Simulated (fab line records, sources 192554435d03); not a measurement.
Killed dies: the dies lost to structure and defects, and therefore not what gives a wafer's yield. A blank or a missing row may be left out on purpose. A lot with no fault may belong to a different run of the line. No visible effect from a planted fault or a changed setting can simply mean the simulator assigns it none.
Split-lot experiment ; flow n5 finfet ; on a route of 1938 steps: 7 lots, 21 wafers read

== THE SPLIT ==
At N5_BEOL_M10_ETCH_62 (etches SOC in N2/H2, target depth 110 nm, overetch 22 nm, time 165 s), the setting time s was moved away from the recipe's 165 s on 7 of the 21 wafers read, by -22.3% to +13.5%. For the rest of the wafers, this setting stayed at what the recipe calls for.

Reading taken at the split's own step.

== THE READING ==
SiARC_of_BEOL_M10_COAT_60.thk nm (the simulator's own value, which no gauge read), in nm, at N5_BEOL_M10_ETCH_62 (etches SOC in N2/H2, target depth 110 nm, overetch 22 nm, time 165 s). The file gives no usual value for it. Average 23.6 nm, standard deviation 0.13 nm, over the 14 wafers here run with the recipe.

wafer;tool, chamber at the split;time s as run, s;against the recipe;SiARC_of_BEOL_M10_COAT_60.thk nm, nm;against lot-mates on the recipe
L076.1;rie diel-04, 2,1;187.3;+13.5%;22.6;-0.8
L076.5;rie diel-04, 2,1;187.3;+13.5%;22.6;-0.8
L076.4;rie diel-04, 3;165;recipe;23.4;-
L080.1;rie diel-06, 0,2,1;165;recipe;23.6;-
L080.2;rie diel-06, 0,2,1;165;recipe;23.6;-
L080.4;rie diel-06, 0,2,1;165;recipe;23.6;-
L081.3;rie diel-05, 1;165;recipe;23.4;-
L081.4;rie diel-05, 1;165;recipe;23.4;-
L081.5;rie diel-05, 0;128.2;-22.3%;25;+1.6
L090.4;rie diel-05, 3,2;165;recipe;23.6;-
L090.6;rie diel-05, 3,2;165;recipe;23.6;-
L090.5;rie diel-05, 1;165;recipe;23.4;-
L091.2;rie diel-05, 1,3;165;recipe;23.8;-
L091.6;rie diel-05, 1,3;165;recipe;23.8;-
L091.3;rie diel-05, 2;165;recipe;23.6;-
L092.2;rie diel-06, 0;175.8;+6.5%;23;-0.6
L092.4;rie diel-06, 0;175.8;+6.5%;23;-0.6
L092.5;rie diel-06, 3;165;recipe;23.6;-
L097.2;rie diel-06, 0;141.9;-14.0%;24.4;+0.8
L097.4;rie diel-06, 0;141.9;-14.0%;24.4;+0.8
L097.3;rie diel-06, 2;165;recipe;23.6;-
Where a row lists several chambers, the file gives one row for several wafers and doesn't say which wafer went through which chamber.

FIT RESULTS
A straight line over all 21 wafers: SiARC_of_BEOL_M10_COAT_60.thk nm changes by -0.0665 nm for each +1% of time s; r = -0.98; the points scatter about the line by 0.12 nm.
The same after taking each lot's own level away (the mean of its wafers on the recipe; 21 wafers): -0.0654 nm for each +1%; r = -0.99; scatter 0.095 nm.
That fit puts the effect of the largest move of time s on the reading at 1.5 nm.
Across the lots, their own levels run from 23.40 to 23.73 nm, a range of 2.6 times the standard deviation given above.
The two slopes are in agreement: the lot-to-lot level therefore moves the slope only a little.
Check: for one of the wafers moved furthest among these (-22.3%), held out of the fit, the line's prediction against its lot-mates is +1.34 nm. Against them it came out at +1.6 nm.

== FURTHER SPLITS ON THESE WAFERS ==
Before the reading, these wafers also passed through other splits. Each is held against what the fit with the lots' levels taken away leaves over:
other split on the same wafers;wafers away from the commonest value;r with SiARC_of_BEOL_M10_COAT_60.thk nm (lot level and that fit taken away)
N5_BEOL_M8_CURE_75 time s;6;-0.14
N5_BEOL_M9_EXPOSE_25 dose mj;7;+0.19

== THE WHOLE CHAIN: every reading that the file lists as answering this split, in the file's order ==
step;what it does;reading;change (the file's fit);r (the file's)
N5_BEOL_M10_ETCH_62;etches SOC in N2/H2, target depth 110 nm, overetch 22 nm, time 165 s;SiARC_of_BEOL_M10_COAT_60.thk nm (the simulator's own value, which no gauge read);-0.0671 nm for each +1% of the setting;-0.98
N5_BEOL_M10_HM_OPEN_17;chemistry Cl2/BCl3, target TiN, target depth 20 nm, overetch 6 nm;etch.depth nm (the simulator's own value, which no gauge read);not straight: 20.2 at the lowest setting, 20.01 at the recipe, 17.83 at the highest;not given

== THE FILE'S OWN FIT ==
SiARC_of_BEOL_M10_COAT_60.thk nm changes by -0.0671 nm for each +1% of time s, r = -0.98.
